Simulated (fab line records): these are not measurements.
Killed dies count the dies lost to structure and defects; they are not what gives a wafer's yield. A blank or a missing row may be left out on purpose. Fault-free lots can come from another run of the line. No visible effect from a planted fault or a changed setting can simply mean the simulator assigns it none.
Chamber matching || flow nand-harc || rie-diel-09 running NHARC_A_CONTACT_ETCH_91: 4 sister chambers
The step etches the open film in CH3F/O2, target depth 40 nm, time 85.7 s. 4 wafers are shown with their chamber, then 12 later ones without.

## EACH WAFER AND ITS CHAMBER
{"wafer": "L089.6", "chamber": 3, "showerhead-plenum-p-Torr (Torr)": 2.27}
{"wafer": "L090.1", "chamber": 1, "showerhead-plenum-p-Torr (Torr)": 2.57}
{"wafer": "L090.4", "chamber": 2, "showerhead-plenum-p-Torr (Torr)": 2.48}
{"wafer": "L090.6", "chamber": 0, "showerhead-plenum-p-Torr (Torr)": 2.32}

## WAFERS WITHOUT THEIR CHAMBER
{"wafer": "L091.2", "showerhead-plenum-p-Torr (Torr)": 2.27}
{"wafer": "L091.3", "showerhead-plenum-p-Torr (Torr)": 2.48}
{"wafer": "L091.5", "showerhead-plenum-p-Torr (Torr)": 2.32}
{"wafer": "L094.2", "showerhead-plenum-p-Torr (Torr)": 2.66}
{"wafer": "L094.3", "showerhead-plenum-p-Torr (Torr)": 2.48}
{"wafer": "L094.5", "showerhead-plenum-p-Torr (Torr)": 2.48}
{"wafer": "L097.3", "showerhead-plenum-p-Torr (Torr)": 2.66}
{"wafer": "L097.5", "showerhead-plenum-p-Torr (Torr)": 2.48}
{"wafer": "L097.6", "showerhead-plenum-p-Torr (Torr)": 2.66}
{"wafer": "L096.2", "showerhead-plenum-p-Torr (Torr)": 2.57}
{"wafer": "L096.3", "showerhead-plenum-p-Torr (Torr)": 2.66}
{"wafer": "L096.6", "showerhead-plenum-p-Torr (Torr)": 2.32}

## EACH ONE'S CHAMBER
{"wafer": "L091.2", "from the rows above": "can't be placed: 3 or 0", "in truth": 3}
{"wafer": "L091.3", "from the rows above": "can't be placed: 2 or 1", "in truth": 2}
{"wafer": "L091.5", "from the rows above": "can't be placed: 0 or 3", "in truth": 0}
{"wafer": "L094.2", "from the rows above": "can't be placed: 1 or 2", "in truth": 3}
{"wafer": "L094.3", "from the rows above": "can't be placed: 2 or 1", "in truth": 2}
{"wafer": "L094.5", "from the rows above": "can't be placed: 2 or 1", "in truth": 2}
{"wafer": "L097.3", "from the rows above": "can't be placed: 1 or 2", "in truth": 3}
{"wafer": "L097.5", "from the rows above": "can't be placed: 2 or 1", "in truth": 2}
{"wafer": "L097.6", "from the rows above": "can't be placed: 1 or 2", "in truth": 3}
{"wafer": "L096.2", "from the rows above": "can't be placed: 1 or 2", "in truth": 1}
{"wafer": "L096.3", "from the rows above": "can't be placed: 1 or 2", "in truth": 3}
{"wafer": "L096.6", "from the rows above": "can't be placed: 0 or 3", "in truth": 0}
Correct placement for 0 of the 12. Cannot be placed on the basis of these rows: 12; the candidates contain the true chamber in 8. Placed wrongly: 0.
How it was worked out, from the rows above alone: a wafer's distance from a chamber is the root of the sum, over the readings, of the square of ((its reading less the chamber's mean) divided by the reading's scatter). The wafer belongs to the nearest chamber; if the next one is less than 2 further off, it can't be placed. The mean given for a chamber averages the wafers shown for that chamber. The scatter: with one shown wafer a chamber, the root of the mean of the squares of how far each hidden wafer lies from its nearest shown one.
